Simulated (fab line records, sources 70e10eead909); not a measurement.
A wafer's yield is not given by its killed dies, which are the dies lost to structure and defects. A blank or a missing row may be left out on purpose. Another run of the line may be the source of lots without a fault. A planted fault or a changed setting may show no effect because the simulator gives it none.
fab line records    flow nand-harc
record: lots: 6  wafers: 18  last-day: 32
route steps=1302 shown A_STAIRCASE@884 A_SGD_CUT@890
lots with no fault: from the same line, run without faults
start-h: hours from the record's opening day to when the first of the lot's shown wafers began    wait-h: time in hours since the lot's previous step    " identical to the entry in the row above    L1.1+2: several wafers, shown together as one row    - no value, or no start was given    * or withheld: withheld    < > ~ a bound
route shown NAME@n: a module of which the file shows steps, and the number in the route of the first    usual: mean/standard deviation of fault-free wafers    same: alike in all rows    chamber/n: place in a boat    sites: each site's reading    _std_site: how widely they spread, as a standard deviation    _edge_site: mean of outer sites minus mean of inner sites    radius-mm: for every site, how far away it sits from the centre of the wafer    mask NAME#n: copy n    behind: the last tool/chamber to shape the wafer    hold: why the lot was held/for how many hours/how that ended    device: which transistor (n, p or np) failed to switch    end of line: tests run on the same wafers once the route is complete    where a step has no rows: the recipe by itself    killed: at the first sort, the dies lost to defects and structure; wafer yield is something else    map: shows each die of a wafer: x if killed, . if not, _ if none is there
set.NAME: the setting that was run; set.NAME@STEP: the one run at that earlier step    model.NAME: the simulator's own value behind a step, which no gauge read
lots at selected steps of the route; one table per step, one row per wafer
services: the hour from which a tool's chamber was out of use, counted from the record's first day as start-h (under 0 if before that day), plus the number of hours and why
== steps ==
step: NHARC_A_STAIRCASE_STRIP_475
recipe: time-s: 20  o2-flow-sccm: 500  ar-flow-sccm: 0  bias-w: 0  chemistry: O2
usual: drypump-motor-current-A: 5.7/0.43  mfc-ar-sccm: 0.010/0.011  oes-product-au: 0.997/0.011  rf-vpp-V: 57.7/0.83  showerhead-plenum-p-Torr: 3.48/0.094  throttle-valve-pct: 17.036/0.0096
lot.wafer  tool         chamber  start-h  wait-h  drypump-motor-current-A  mfc-ar-sccm  oes-product-au  rf-hours-counter-h  rf-vpp-V  showerhead-plenum-p-Torr  throttle-valve-pct
L522.2     rie-diel-08  3        -        -       5.9                      0.002        1.003           21                  57.7      3.43                      17.028
L522.1     "            0        "        "       5.5                      0.027        0.994           22                  57.6      3.49                      17.026
L522.6     "            2        "        "       6.2                      0.019        0.999           -                   58.7      3.46                      17.025
L526.3     rie-diel-07  0        -        -       6.3                      0.019        0.986           54                  57.5      3.42                      17.036
L526.4     "            1        "        "       6.1                      0            0.991           53                  56.8      3.45                      17.027
L526.6     "            1        "        "       6.1                      0            0.982           -                   58.0      3.46                      17.030
L536.1     rie-diel-07  0        -        -       6.3                      0.019        0.984           37                  57.5      3.40                      17.022
L536.4     "            2        "        "       5.5                      0            1.005           33                  58.1      3.69                      17.048
L536.5     "            1        "        "       6.1                      0            1.001           -                   55.7      3.44                      17.024
L538.4     rie-diel-08  2        -        -       6.2                      0.019        0.996           15                  57.6      3.43                      17.043
L538.6     "            0        "        "       5.5                      0.027        0.999           -                   57.1      3.47                      17.030
L538.5     "            1        "        "       5.7                      0.008        1.004           -                   57.9      3.48                      17.019
L541.2     rie-diel-07  1        -        -       6.1                      0            0.989           47                  58.1      3.43                      17.046
L541.1     "            2        "        "       5.5                      0            1.004           45                  58.6      3.69                      17.034
L541.3     "            3        "        "       5.0                      0.029        0.997           35                  57.1      3.46                      17.043
L543.4     rie-diel-07  3        -        -       5.0                      0.029        1.004           42                  57.3      3.45                      17.045
L543.3     "            0        "        "       6.3                      0.019        0.988           59                  57.7      3.39                      17.034
L543.5     "            2        "        "       5.4                      0            1.014           -                   57.8      3.68                      17.042
step: NHARC_A_STAIRCASE_DEP_471
recipe: target-thk-a: 1000  temp-c: 400  pressure-torr: 6.5  rf-w: 900  teos-flow-sccm: 161.4  flow-sccm: 2650  target-thk-nm: 100  gas: O2  material: SiO2
usual: heater-power-w: 527/76  throttle-valve-pct: 16.0/0.46
lot.wafer  tool      chamber  start-h  wait-h  heater-power-w  throttle-valve-pct
L522.2     pecvd-01  0        443.22   -       512             15.5
L522.1     "         1        "        "       617             16.2
L522.6     "         0        "        "       511             15.5
L526.3     pecvd-03  1        465.68   -       438             16.5
L526.4     "         1        "        "       456             16.8
L526.6     "         2        "        "       495             15.5
L536.1     pecvd-03  2        590.21   -       515             15.7
L536.5     "         2        "        "       518             15.4
L536.4     "         1        "        "       410             16.1
L538.4     pecvd-02  0        604.13   -       535             16.1
L538.6     "         1        "        "       560             16.5
L538.5     "         2        "        "       436             15.6
L541.3     pecvd-02  2        626.81   -       500             16.1
L541.2     "         0        "        "       610             16.3
L541.1     "         1        "        "       643             16.6
L543.3     pecvd-01  0        646.21   -       539             15.8
L543.5     "         0        "        "       548             16.4
L543.4     "         1        "        "       615             15.9
step: NHARC_A_STAIRCASE_CMP_472
recipe: material: SiO2
usual: motor-current-A: 12.0/1
lot.wafer  tool    chamber  start-h  wait-h  motor-current-A
L522.1     cmp-04  3        443.54   0.3     11.1
L522.2     "       0        "        "       11.1
L522.6     "       1        "        "       14.8
L526.3     cmp-02  0        465.95   0.2     12.2
L526.4     "       1        "        "       11.7
L526.6     "       0        "        "       12.0
L536.1     cmp-01  0        590.49   0.2     11.3
L536.4     "       1        "        "       11.0
L536.5     "       0        "        "       11.0
L538.4     cmp-01  3        604.40   0.2     12.9
L538.5     "       0        "        "       10.7
L538.6     "       1        "        "       12.0
L541.3     cmp-01  2        627.08   0.2     10.7
L541.2     "       3        "        "       12.6
L541.1     "       0        "        "       11.6
L543.4     cmp-04  3        646.45   0.1     11.0
L543.3     "       1        "        "       13.4
L543.5     "       3        "        "       11.0
step: NHARC_A_STAIRCASE_SRD_474
step: NHARC_A_STAIRCASE_INSPECT_155
usual: raw-defect-count: 422/140
lot.wafer  tool               chamber  start-h  wait-h  raw-defect-count
L522.1     defect-inspect-02  -        443.85   0.1     289
L522.2     "                  -        "        "       321
L522.6     "                  -        "        "       363
L526.3     defect-inspect-02  -        466.27   0.1     190
L526.4     "                  -        "        "       338
L526.6     "                  -        "        "       405
L536.1     defect-inspect-02  -        590.83   0.1     361
L536.4     "                  -        "        "       243
L536.5     "                  -        "        "       336
L538.4     defect-inspect-02  -        604.67   0.1     259
L538.5     "                  -        "        "       366
L538.6     "                  -        "        "       447
L541.1     defect-inspect-01  -        627.42   0.1     489
L541.2     "                  -        "        "       318
L541.3     "                  -        "        "       253
L543.3     defect-inspect-01  -        646.80   0.1     243
L543.4     "                  -        "        "       223
L543.5     "                  -        "        "       413
step: NHARC_A_SGD_CUT_DEP_00
recipe: target-thk-a: 500  temp-c: 400  target-thk-nm: 50  flow-sccm: 200  rf-w: 450  material: SiNx
usual: heater-power-w: 718/84
lot.wafer  tool      chamber  start-h  wait-h  heater-power-w
L522.2     pecvd-04  2        443.95   0.1     894
L522.1     "         0        "        "       617
L522.6     "         1        "        "       743
L526.3     pecvd-04  0        466.36   0.1     648
L526.4     "         0        "        "       637
L526.6     "         1        "        "       852
L536.1     pecvd-03  0        590.89   0.1     709
L536.4     "         0        "        "       737
L536.5     "         1        "        "       667
L538.4     pecvd-02  1        604.82   0.2     747
L538.5     "         2        "        "       588
L538.6     "         0        "        "       749
L541.1     pecvd-04  1        627.49   0.1     807
L541.3     "         2        "        "       812
L541.2     "         0        "        "       755
L543.3     pecvd-03  2        646.92   0.1     636
L543.5     "         0        "        "       606
L543.4     "         2        "        "       639
step: NHARC_A_SGD_CUT_DEHYDRATE_01
recipe: temp-c: 150  time-s: 120
step: NHARC_A_SGD_CUT_HMDS_02
recipe: time-s: 30
step: NHARC_A_SGD_CUT_COAT_56
recipe: temp-c: 260  time-s: 75
step: NHARC_A_SGD_CUT_COAT_57
recipe: temp-c: 225  time-s: 65
step: NHARC_A_SGD_CUT_COAT_03
recipe: spin-rpm: 1500  resist-thk-nm: 90
step: NHARC_A_SGD_CUT_SOFTBAKE_04
recipe: temp-c: 105  time-s: 55
usual: heater-power-total-W: 188.47/0.15  plate-temp-C: 104.99/0.11
lot.wafer  tool            chamber  start-h  wait-h  heater-power-total-W  plate-temp-C
L522.1     litho-track-01  0        444      -       188.33                104.99
L522.2     "               0        "        "       188.39                105.06
L522.6     "               0        "        "       188.70                105.00
L526.3     litho-track-06  0        466      -       188.36                104.79
L526.4     "               0        "        "       188.67                105.04
L526.6     "               0        "        "       188.53                104.98
L536.1     litho-track-01  0        591      -       190.09                105.57
L536.4     "               0        "        "       190.22                105.54
L536.5     "               0        "        "       190.23                105.87
L538.4     litho-track-01  0        605      -       190.11                105.74
L538.5     "               0        "        "       190.22                105.84
L538.6     "               0        "        "       190.25                105.74
L541.1     litho-track-06  0        627      -       188.24                104.82
L541.2     "               0        "        "       188.47                105.12
L541.3     "               0        "        "       188.43                105.02
L543.3     litho-track-06  0        647      -       188.64                105.04
L543.4     "               0        "        "       188.46                105.07
L543.5     "               0        "        "       188.48                104.96
step: NHARC_A_SGD_CUT_EBR_05
== services ==
tool            chamber  start-h  hours  kind
pecvd-02        2        440.83   4.9    repair
pecvd-04        -        450.04   13.0   pm
rie-diel-08     0        456.02   8.7    repair
cmp-04          -        464.34   0.8    repair
rie-diel-07     -        474.08   9.0    pm
cmp-01          -        479.50   4.0    pm
pecvd-01        -        493.39   13.0   pm
cmp-04          -        504.02   4.0    pm
litho-track-01  -        505.00   7.0    pm
rie-diel-08     3        508.36   2.5    repair
cmp-04          -        518.93   0.5    repair
cmp-04          -        526.21   3.8    repair
litho-track-06  -        529.00   7.0    pm
pecvd-03        -        536.67   0.9    repair
rie-diel-07     3        537.09   21.7   repair
pecvd-03        -        539.12   0.2    repair
pecvd-03        -        547.41   13.0   pm
cmp-01          -        556.14   4.3    repair
pecvd-02        -        557.37   0.8    repair
pecvd-02        -        559.03   27.6   repair
cmp-01          -        577.50   4.0    pm
pecvd-02        -        589.63   13.0   pm
rie-diel-07     3        597.56   16.1   repair
pecvd-04        -        631.04   13.0   pm
== key ==
first-sign: step: NHARC_A_SGD_CUT_SOFTBAKE_04  reading: heater-power-total-W  direction: up  sigmas: 11  usual: *  struck: *
effect: step: NHARC_A_SGD_CUT_SOFTBAKE_04  reading: plate-temp-C  direction: up  sigmas: 6.4  usual: *  struck: *
met-at NHARC_A_SGD_CUT_SOFTBAKE_04
struck-wafers L536.1,L536.4,L536.5,L538.4,L538.5,L538.6
tester-left-out L536,L538
onset-between 444 591
fault: kind: process-parameter-drift  tool: litho-track-01  chamber: -  onset-h: 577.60  steps: NHARC_A_SGD_CUT_SOFTBAKE_04  channel: temp-c  offset: *  shape: step  end-h: 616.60  acts-in: *  stated: *
tester-left-out: of these lots the tester's yield and bins aren't shown, on N5 and GAA mostly nor the transistor test; their killed dies are dies lost to structure and defects alone, not to doping, threshold or leakage, so they don't give the yield
